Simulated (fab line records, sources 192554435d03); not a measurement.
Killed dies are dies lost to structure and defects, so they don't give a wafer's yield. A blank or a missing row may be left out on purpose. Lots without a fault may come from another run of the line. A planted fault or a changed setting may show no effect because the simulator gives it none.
fab line records | flow n5_finfet
record lots=3 wafers=9 last_day=17
route steps=1938 shown MOL_CONTACT_COAG@625 BEOL_M0_SAQP@632 BEOL_M0_CUTY@710 BEOL_M4@1111 PASSIVATION@1936
lots that met no fault: from a run of the same line without faults
start_h: hours from the record's first day to the start of the lot's first wafer shown | wait_h: hours since the lot's step before | " the same as in the row above | L1.1+2: a row that stands for several wafers | - no value, or no start given | * or withheld: withheld | < > ~ a bound
route shown NAME@n: a module of which the file shows steps, and the number in the route of the first | usual: mean/standard deviation of fault-free wafers | same: alike in all rows | chamber/n: place in a boat | sites: the reading at each site | _std_site: their standard deviation | _edge_site: outer sites' mean less inner sites' | radius_mm: how far each site lies from the wafer's centre | mask NAME#n: copy n | behind: the tool/chamber that last shaped the wafer | hold: why the lot was held/for how many hours/how that ended | device: the transistor (n, p or np) that didn't switch | end of line: the same wafers' tests at the end of the route | a step without rows: its recipe alone | killed: dies lost to structure and defects at the first sort, not the wafer's yield | map: a wafer's dies, x killed, . not, _ none there
set.NAME: the setting as run; set.NAME@STEP: as run at that earlier step | model.NAME: the simulator's own value behind a step, which no gauge read
lots at some steps of the route; a table a step, a row a wafer
services: from which hour (start_h, from the record's first day; less than 0 if before it) a tool's chamber was out of use, for how many hours, and why
## steps
# step N5_MOL_CONTACT_COAG_PRECLEAN_127
# recipe chemistry=DIW time_s=57.5 temp_c=23
# step N5_MOL_CONTACT_COAG_SRD_128
# recipe dry_time_s=32 dry=n2_spin spin_rpm=1500
# step N5_MOL_CONTACT_COAG_CMP_52
# recipe stop_on=SiO2 t_overpolish_s=1.5 post_cmp_clean=w_dilute_nh4oh down_force_psi=4 platen_rpm=50.289 pad_velocity_m_s=1.0006 target_thk_nm=66.5
# step N5_MOL_CONTACT_COAG_ANNEAL_112
# recipe temp_c=400 time_s=1800 ambient=HPD2 pressure_atm=10
# step N5_BEOL_M0_SAQP_PECVD_00
# recipe material=SiCN target_thk_a=80 temp_c=withheld precursor=3MS/NH3 pressure_torr=3 rf_w=202 time_s=14
# step N5_BEOL_M0_SAQP_ILD_DEP_01
# recipe material=SiOC target_thk_a=454.19 temp_c=350 precursor=DEMS/O2 pressure_torr=5 rf_w=500 time_s=8.7
# step N5_BEOL_M0_SAQP_HM_DEP_02
# recipe material=TiN target_thk_a=120 temp_c=25 chamber_pressure_pa=0.49996
# step N5_BEOL_M0_SAQP_PECVD_03
# recipe material=SiCN target_thk_a=120 temp_c=withheld precursor=3MS/NH3 pressure_torr=3 rf_w=202 time_s=21.1
# step N5_BEOL_M0_SAQP_PECVD_96
# recipe material=a-Si target_thk_a=450 temp_c=350 precursor=SiH4/He pressure_torr=3 rf_w=100 time_s=45.2
# step N5_BEOL_M0_SAQP_PECVD_97
# recipe material=SiNx target_thk_a=230 temp_c=350 precursor=SiH4/NH3/N2 pressure_torr=1.5 rf_w=300 time_s=19.9
# usual heater_power_w=555/72 showerhead_plenum_p_Torr=5.16/0.067 susceptor_temp_C=350.02/0.19 throttle_valve_pct=40.7/2
# columns lot.wafer tool chamber start_h wait_h heater_power_w showerhead_plenum_p_Torr susceptor_temp_C throttle_valve_pct
L868.2 pecvd-04 2 137.83 0.0 525 5.14 349.87 37.5
L868.4 " 0 " " 493 5.21 350.00 42.9
L868.5 " 1 " " 516 5.13 350.10 42.5
L870.1 pecvd-04 2 149.97 0.0 451 5.14 350.03 37.7
L870.4 " 1 " " 497 5.12 350.03 42.3
L870.6 " 0 " " 507 5.20 350.00 43.0
L886.1 pecvd-01 1 250.08 0.0 704 5.13 349.86 41.1
L886.3 " 2 " " 524 5.20 350.14 38.1
L886.4 " 0 " " 627 5.20 349.85 42.6
# step N5_BEOL_M0_SAQP_PECVD_04
# recipe material=a-Si target_thk_a=600 temp_c=350 precursor=SiH4/He pressure_torr=3 rf_w=100 time_s=60.2
# step N5_BEOL_M0_SAQP_HM_DEP_111
# recipe material=SiO2 target_thk_a=120 temp_c=400 precursor=SiH4/N2O pressure_torr=0.75 rf_w=275 time_s=7.2
# step N5_BEOL_M0_SAQP_COAT_81
# recipe resist=SOC temp_c=250 time_s=60 spin_rpm=1500 resist_thk_nm=100
# step N5_BEOL_M0_SAQP_COAT_82
# recipe resist=SiARC temp_c=220 time_s=60 spin_rpm=1500 resist_thk_nm=30
# step N5_BEOL_M0_SAQP_COAT_08
# recipe resist=CAR-ArF spin_rpm=1500 resist_thk_nm=90
# step N5_BEOL_M0_SAQP_EBR_10
# recipe solvent=PGMEA ebr_width_mm=1.5
# step N5_BEOL_M0_SAQP_SOFTBAKE_09
# recipe temp_c=110 time_s=60 resist=CAR-ArF
# step N5_BEOL_M0_SAQP_EXPOSE_11
# recipe mask_id=M0_CORE na=1.35 source_shape=dipole sigma_inner=0.538 sigma_outer=0.738 polarization=te target_cd_nm=42 dose_mj=55
# step N5_BEOL_M0_SAQP_PEB_12
# recipe peb_temp_c=withheld peb_time_s=60 resist=CAR-ArF
# step N5_BEOL_M0_SAQP_DEVELOP_13
# recipe develop_time_s=30 developer=TMAH resist=CAR-ArF dev_temp_c=23 rinse_liquid=diw dry=air_spin
# step N5_BEOL_M0_SAQP_INSPECT_16
# recipe mode=adi inspect_instrument=brightfield
# usual raw_defect_count=513/150
# columns lot.wafer tool chamber start_h wait_h raw_defect_count
L868.2 defect_inspect-01 - 138.50 0.0 465
L868.4 " - " " 474
L868.5 " - " " 454
L870.1 defect_inspect-01 - 150.51 0.0 391
L870.4 " - " " 1434
L870.6 " - " " 365
L886.1 defect_inspect-02 - 250.75 0.0 564
L886.3 " - " " 609
L886.4 " - " " 526
# step N5_BEOL_M0_SAQP_DESCUM_19
# recipe chemistry=O2 time_s=7.9 source_power_w=50 bias_power_w=20 pressure_mtorr=20 rf_frequency_hz=2.712e+07 temp_c=40 resist=CAR-ArF o2_flow_sccm=225
# step N5_BEOL_M0_SAQP_ETCH_83
# recipe chemistry=CF4 target=SiARC target_depth_a=390 mask_material=CAR-ArF time_s=65 ion_energy_ev=80 pressure_mtorr=40 source_w=545 bias_w=36 Ar_flow_sccm=100 cf4_flow_sccm=100 ends=cleared
# step N5_BEOL_M0_SAQP_ETCH_84
# recipe chemistry=N2/H2 target=SOC target_depth_a=1000 overetch_a=200 mask_material=SiARC temp_c=40 time_s=150 ion_energy_ev=200 pressure_mtorr=30 source_w=840 bias_w=150 n2_flow_sccm=200 h2_flow_sccm=200
# step N5_BEOL_M0_SAQP_STRIP_80
# recipe chemistry=N2/H2 temp_c=40 n2_flow_sccm=200 h2_flow_sccm=200 rf_frequency_hz=6e+07
# step N5_BEOL_M0_SAQP_HM_OPEN_112
# recipe chemistry=CHF3/O2 target=SiO2 stop_on=a-Si target_depth_a=120 over_etch_frac=1.25 mask_material=SOC time_s=13.5 pressure_mtorr=30 source_w=650 bias_w=170 Ar_flow_sccm=200 CHF3_flow_sccm=50 O2_flow_sccm=5 ion_energy_ev=200 ends=end_point
# step N5_BEOL_M0_SAQP_STRIP_113
# recipe chemistry=CHF3/O2 resist=SiARC rf_frequency_hz=6e+07
# step N5_BEOL_M0_SAQP_MANDREL_ETCH_20
# recipe target_depth_a=600 chemistry=HBr/Cl2 target=a-Si stop_on=SiNx bt_time_s=10 mask_material=SOC over_etch_frac=0.5 time_s=30 pressure_mtorr=10 icp_w=800 bias_w=75 HBr_flow_sccm=150 Cl2_flow_sccm=80 ends=end_point
# step N5_BEOL_M0_SAQP_STRIP_86
# recipe chemistry=N2/H2 power_w=500 temp_c=40 pressure_mtorr=50 rf_frequency_hz=6e+07 overash_fraction=0.3 bias_power_w=28 h2_frac=0.5 n2_flow_sccm=300 h2_flow_sccm=300
# step N5_BEOL_M0_SAQP_STRIP_115
# recipe chemistry=post_etch_residue_remover time_s=60 temp_c=25 remover_ph=withheld remover_water_wt_pct=withheld remover_fluoride_wt_pct=withheld
# step N5_BEOL_M0_SAQP_SRD_93
# recipe dry=ipa_marangoni time_s=30 temp_c=23 rinse_liquid=diw
# step N5_BEOL_M0_SAQP_RECESS_114
# recipe chemistry=HF/NH3 target=SiO2 target_depth_a=144 afs_cycles=3 temp_c=30 sublimation_temp_c=180 sublimation_time_s=60
# step N5_BEOL_M0_SAQP_SPACER1_ALD_98
# recipe material=SiO2 target_thk_a=128 temp_c=300 ald_precursor_family=BDEAS ald_co_reactant=O2-plasma pulse_time_s=1 purge_time_s=2 co_reactant_purge_time_s=2 ald_cycles=138 pressure_torr=2
# step N5_BEOL_M0_SAQP_SPACER1_ETCHBACK_99
# recipe chemistry=CHF3/O2 mode=anisotropic_etchback target=SiO2 target_depth_a=154 time_s=7.7 pressure_mtorr=30 source_w=650 bias_w=170 Ar_flow_sccm=200 CHF3_flow_sccm=50 O2_flow_sccm=5 ion_energy_ev=200
# step N5_BEOL_M0_SAQP_MANDREL1_REMOVE_100
# recipe chemistry=HBr/Cl2/O2 bt_time_s=10 target=a-Si stop_on=SiNx endpoint=OES-SiCl over_etch_frac=0.85 icp_w=600 bias_w=30 HBr_flow_sccm=150 Cl2_flow_sccm=80 O2_flow_sccm=5 pressure_mtorr=10
# step N5_BEOL_M0_SAQP_INSPECT_42
# recipe mode=adi inspect_instrument=brightfield
# usual raw_defect_count=320/100
# columns lot.wafer tool chamber start_h wait_h raw_defect_count
L868.2 defect_inspect-01 - 143.22 0.0 222
L868.4 " - " " 222
L868.5 " - " " 333
L870.1 defect_inspect-01 - 155.88 0.1 280
L870.4 " - " " 1286
L870.6 " - " " 289
L886.1 defect_inspect-02 - 254.84 0.1 205
L886.3 " - " " 356
L886.4 " - " " 257
# step N5_BEOL_M0_CUTY_INSPECT_59
# recipe mode=adi inspect_instrument=macro
# usual raw_defect_count=2.2/1.4
# columns lot.wafer tool chamber start_h wait_h raw_defect_count
L868.2 defect_inspect-02 - 144.61 0.0 1
L868.4 " - " " 2
L868.5 " - " " 1
L870.1 defect_inspect-02 - 157.27 0.0 1
L870.4 " - " " >300
L870.6 " - " " 2
L886.1 defect_inspect-02 - 256.23 0.0 2
L886.3 " - " " 2
L886.4 " - " " 1
# step N5_BEOL_M4_RC_MEAS_101
# usual DIBL_N=36.8/2.2 DIBL_P=37.0/2.8 IOFF_N=0.18/0.043 IOFF_P=0.23/0.05 ION_N=680/14 ION_P=466/9.1 SS_N=71.7/0.74 SS_P=73.5/0.79 VT_N=248/4 VT_P=-249/4.1
# columns lot.wafer tool chamber start_h wait_h DIBL_N[mV/V] DIBL_P[mV/V] IOFF_N[nA/um] IOFF_P[nA/um] ION_N[uA/um] ION_P[uA/um] SS_N[mV/dec] SS_P[mV/dec] VT_N[mV] VT_P[mV]
L870.1 prober-02 0 203.33 0.0 37.4 36.4 0.17 0.24 682 468 72.3 73.7 250 -248
L870.4 " 0 " " 37.2 36.4 0.16 0.23 680 468 71.4 73.6 247 -246
L870.6 " 0 " " 34.5 33.6 0.12 0.18 671 466 71.1 72.3 253 -253
L868.2 prober-01 0 203.74 0.2 37.0 38.2 0.16 0.20 687 463 72.2 73.1 250 -253
L868.4 " 0 " " 32.5 33.8 0.10 0.15 658 453 71.3 71.4 258 -255
L868.5 " 0 " " 39.7 42.1 0.23 0.26 692 468 73.0 74.4 246 -250
L886.1 prober-02 0 298.90 0.0 37.5 38.4 0.21 0.27 689 477 72.1 73.1 244 -242
L886.3 " 0 " " 35.7 37.0 0.18 0.24 687 477 71.6 73.1 244 -246
L886.4 " 0 " " 34.9 34.6 0.16 0.20 671 465 71.3 73.1 247 -249
# step N5_PASSIVATION_PROBE_49
# usual defect_limited_yield=91.4/1.5 killed_at_M0_to_M3=36/11 killed_at_M4_up=14/6 killed_at_contacts=11/6 killed_at_front_end=37/11 killed_at_other=4/3.4 killed_dies=102/18 killed_on_rim=13/3.5 killed_open=66/13 killed_short=34/7.8 sort_bin_4_leakage=0.00/0.017 sort_bin_5_function=5.0/0.97 sort_bin_6_memory=3.2/0.7 sort_n_pass=1078/19 sort_yield_pct=91.3/1.6
# same gross_dies=1180 killed_at_back_side=0 sort_bin_8_speed[%]=0
# columns lot.wafer tool chamber start_h wait_h defect_limited_yield[%] killed_at_M0_to_M3 killed_at_M4_up killed_at_contacts killed_at_front_end killed_at_other killed_dies killed_on_rim killed_open killed_short sort_bin_4_leakage[%] sort_bin_5_function[%] sort_bin_6_memory[%] sort_n_pass sort_yield_pct[%]
L870.4 prober-01 - 306.42 0.2 80.5 176 9 6 37 2 230 24 69 29 0 11.4 4.1 950 80.5
L868.2 prober-01 - 309.54 0.1 91.8 52 5 14 22 4 97 15 76 21 0 5.4 2.6 1083 91.8
L868.4 prober-01 - 309.64 0.2 93.2 38 9 6 24 3 80 13 48 29 0 4.1 2.5 1100 93.2
L868.5 prober-01 - 309.69 0.2 93.9 25 5 11 26 5 72 13 53 18 0 3.8 2.0 1108 93.9
# killed by level:class
L870.4 BEOL_M0_SAQP:unspecified=130 BEOL_M3:geometric_particle:open=16 BEOL_M0_SAQP:geometric_particle:short=10 FIN_SAQP:geometric_particle:open=7 MOL_CONTACT_COAG:geometric_particle:open=6 BEOL_M0_SAQP:geometric_particle:open=6 STI_FIN_REVEAL:geometric_particle:open=5 FIN_CUT:geometric_particle:open=4
L868.2 BEOL_M1:geometric_particle:open=13 MOL_CONTACT_COAG:geometric_particle:open=12 BEOL_M3:geometric_particle:open=12 BEOL_M0_SAQP:geometric_particle:open=11 BEOL_M2:geometric_particle:open=6 FIN_SAQP:geometric_particle:short=5 FIN_SAQP:geometric_particle:open=4 BEOL_M1:geometric_particle:short=4
L868.4 BEOL_M1:geometric_particle:open=10 BEOL_M0_SAQP:geometric_particle:short=9 BEOL_M2:geometric_particle:open=8 BEOL_M0_SAQP:geometric_particle:open=5 BEOL_M8:geometric_particle:open=5 STARTING-WAFER:geometric_particle:short=5 FIN_SAQP:geometric_particle:short=4 MOL_CONTACT_COAG:geometric_particle:open=4
L868.5 BEOL_M2:geometric_particle:open=10 MOL_CONTACT_COAG:geometric_particle:open=9 STI_FIN_REVEAL:geometric_particle:open=7 FIN_SAQP:geometric_particle:open=4 BEOL_M3:geometric_particle:open=4 FIN_SAQP:geometric_particle:short=3 STI_FIN_REVEAL:geometric_particle:short=3 BEOL_M0_SAQP:geometric_particle:short=3
# map L870.4 (x killed, . not)
_________________..x....xx...________________
______________..x...xx.........._____________
___________.......x................__________
__________.........x................_________
________.......x..............x......._______
_______................x.xx..........x.______
______x..x.x............................_____
_____...x.........................x.....x____
____.....x............x.....x..x..x.......___
___x............xx..x......x.....x.........__
___x...x.........x...............x....x....__
__.......x..x................x.............._
__...........x.x.........x.................._
_............................................
_.....x.......xx..................x..........
_.........x.x.x..................x.x.........
_...............x...........x.....xx.x......x
_..................x...........xx.xxxx.xxx...
_.........................x...x.xxxxxxxxxx...
_.............x............xxxxxxxxxxxxxxx...
_..........x.................xxxxxxxxxxxxxx.x
__.......x........x..x...x.x.xxxxxxxxxxxxxx._
__...x......................x.xxxxxxxxxxxx.._
___..x.x.............x.....x.xxxxxxxxxxxxx.__
___...x............x...xxx...xxxxxxxxxxxxxx__
____......................xx..xxxxxxxxxxxx___
_____.................x........xxxxxxxxxx____
______...........xx....xxx....x...xxxx.x_____
_______.....................x....x.....______
________............x....x.........x.._______
__________..........x..............._________
___________..........x............x__________
______________...x.x....x...x..._____________
_________________x........x..________________
# map L868.2 (x killed, . not)
_________________.......x....________________
______________......x..........._____________
___________............xx....x.....__________
__________.........................._________
________......................x......._______
_______...x........................x...______
______.................................._____
_____..x.........x.............x..x......____
____..x...................................___
___.........x.xx.......xx..................__
___x................x..................x...__
__..x..x...............xx..x........x......._
__....x..x....................x..x.........._
_...................x....................x..x
_...................x....x...................
_..............xx...........x................
_....................................x....x.x
_................x..x..x...x......x..........
_......x.x..............x.....x....x......x..
_..x...x.....................x..x............
_.....................x.............x......x.
__.........................................._
__.............xx...............x..........._
___.....x..........x..............x........__
___x...........x..x.........x..........x...__
____.............x.x.........x...........x___
_____...................................x____
______...........xx..........x.........._____
_______....x..........x......x.........______
________x......x.................x...._______
__________.........x.......x........_________
___________.........x.xx.x......x..__________
______________................xx_____________
_________________.xx....x....________________
## services
# columns tool chamber start_h hours kind
pecvd-04 2 170.47 2.1 scheduled_down
## key
first_sign step=N5_BEOL_M0_SAQP_INSPECT_16 reading=raw_defect_count direction=up sigmas=6 usual=513 struck=1434
effect step=N5_BEOL_M0_SAQP_INSPECT_42 reading=raw_defect_count direction=up sigmas=9.7 usual=320 struck=1286
effect step=N5_BEOL_M0_CUTY_INSPECT_59 reading=raw_defect_count direction=up sigmas=99+ usual=2.2 struck=>300
effect step=N5_PASSIVATION_PROBE_49 reading=killed_at_M0_to_M3 direction=up sigmas=13 usual=36 struck=176
more_kills_born_at N5_BEOL_M0_SAQP_PECVD_97@pecvd-04=130
met_at N5_BEOL_M0_SAQP_PECVD_97
struck_wafers L870.4
onset_between 137.83 149.97
fault kind=chamber_particle_source tool=pecvd-04 chamber=1 onset_h=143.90 steps=N5_BEOL_M0_SAQP_PECVD_97 rate_per_visit_cm2=1.4887 end_h=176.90
